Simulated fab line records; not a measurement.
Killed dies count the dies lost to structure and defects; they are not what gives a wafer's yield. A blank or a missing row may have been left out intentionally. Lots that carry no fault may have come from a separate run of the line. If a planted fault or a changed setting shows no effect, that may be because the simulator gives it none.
Matching of chambers || flow n5Finfet || N5_BEOL_M4_ALD_84 on aldMetal-04 has 4 sister chambers
The step deposits TaN, pulse time 2 s, purge time 3 s, co reactant purge time 2 s. 4 wafers are shown with their chamber, then 7 later ones without.

== WAFERS PAIRED WITH THEIR CHAMBERS ==
{"wafer": "L085.3", "chamber": 2, "heaterPowerW (W)": 419}
{"wafer": "L089.4", "chamber": 1, "heaterPowerW (W)": 376}
{"wafer": "L089.6", "chamber": 0, "heaterPowerW (W)": 500}
{"wafer": "L091.5", "chamber": 3, "heaterPowerW (W)": 365}

== WAFERS WITH NO CHAMBER GIVEN ==
{"wafer": "L091.6", "heaterPowerW (W)": 494}
{"wafer": "L093.1", "heaterPowerW (W)": 409}
{"wafer": "L093.2", "heaterPowerW (W)": 501}
{"wafer": "L093.6", "heaterPowerW (W)": 484}
{"wafer": "L096.3", "heaterPowerW (W)": 377}
{"wafer": "L096.4", "heaterPowerW (W)": 370}
{"wafer": "L096.6", "heaterPowerW (W)": 422}

== EACH ONE'S CHAMBER ==
{"wafer": "L091.6", "from the rows above": 0, "in truth": 0}
{"wafer": "L093.1", "from the rows above": 2, "in truth": 2}
{"wafer": "L093.2", "from the rows above": 0, "in truth": 0}
{"wafer": "L093.6", "from the rows above": 0, "in truth": 0}
{"wafer": "L096.3", "from the rows above": "can't be placed: 1 or 3", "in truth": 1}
{"wafer": "L096.4", "from the rows above": "can't be placed: 3 or 1", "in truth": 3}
{"wafer": "L096.6", "from the rows above": 2, "in truth": 2}
Correctly placed: 5 of 7. Cannot be placed on the basis of these rows: 2; the candidates contain the true chamber in 2. 0 placed wrongly.
How it was worked out, from the rows above alone: a wafer's distance from a chamber is the root of the sum, over the readings, of the square of ((its reading less the chamber's mean) divided by the reading's scatter). The wafer belongs to the nearest chamber; if the next one is less than 2 further off, it can't be placed. A chamber's mean is the mean of its shown wafers. The scatter: with one shown wafer a chamber, the root of the mean of the squares of how far each hidden wafer lies from its nearest shown one.
